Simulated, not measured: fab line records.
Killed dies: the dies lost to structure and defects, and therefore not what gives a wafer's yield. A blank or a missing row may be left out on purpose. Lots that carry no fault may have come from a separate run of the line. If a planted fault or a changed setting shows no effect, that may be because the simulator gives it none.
Matching of chambers + flow nand_harc + 4 sister chambers for NHARC_A_CONTACT_ETCH_106 on rie_diel-06
The step etches the open film in CF4/O2, target depth 90 nm, overetch 9 nm, time 49.5 s. 8 wafers are shown with their chamber, then 7 later ones without.

== WAFERS, EACH WITH ITS CHAMBER ==
| wafer  | chamber | drypump_motor_current_A (A) | showerhead_plenum_p_Torr (Torr) |
|--------|---------|-----------------------------|---------------------------------|
| L074.6 | 1       | 5.6                         | 1.44                            |
| L080.3 | 0       | 5.3                         | 1.27                            |
| L080.5 | 2       | 6.2                         | 1.33                            |
| L083.2 | 2       | 6.2                         | 1.33                            |
| L083.3 | 3       | 5.3                         | 1.32                            |
| L083.6 | 0       | 5.2                         | 1.27                            |
| L084.3 | 3       | 5.3                         | 1.31                            |
| L084.5 | 1       | 5.6                         | 1.44                            |

== WAFERS WHOSE CHAMBER IS MISSING ==
| wafer  | drypump_motor_current_A (A) | showerhead_plenum_p_Torr (Torr) |
|--------|-----------------------------|---------------------------------|
| L084.6 | 6.2                         | 1.33                            |
| L088.1 | 5.2                         | 1.27                            |
| L088.3 | 5.3                         | 1.31                            |
| L088.6 | 5.2                         | 1.27                            |
| L091.3 | 6.2                         | 1.32                            |
| L091.4 | 5.2                         | 1.26                            |
| L091.5 | 5.2                         | 1.26                            |

== WHICH CHAMBER EACH WENT THROUGH ==
| wafer  | from the rows above | in truth |
|--------|---------------------|----------|
| L084.6 | 2                   | 2        |
| L088.1 | 0                   | 0        |
| L088.3 | 3                   | 3        |
| L088.6 | 0                   | 0        |
| L091.3 | 2                   | 2        |
| L091.4 | 0                   | 0        |
| L091.5 | 0                   | 0        |
Correctly placed: 7 of 7. Left unplaced by these rows: 0. Wrongly placed: 0.
How it was worked out, from the rows above alone: a wafer's distance from a chamber is the root of the sum, over the readings, of the square of ((its reading less the chamber's mean) divided by the reading's scatter). If the next closest chamber is less than 2 further off than the closest, the wafer can't be placed; otherwise it belongs to the closest. The mean given for a chamber averages the wafers shown for that chamber. The scatter is the square root of a quotient: the sum, over the shown wafers, of each reading's squared deviation from its chamber's mean, divided by wafers minus chambers.
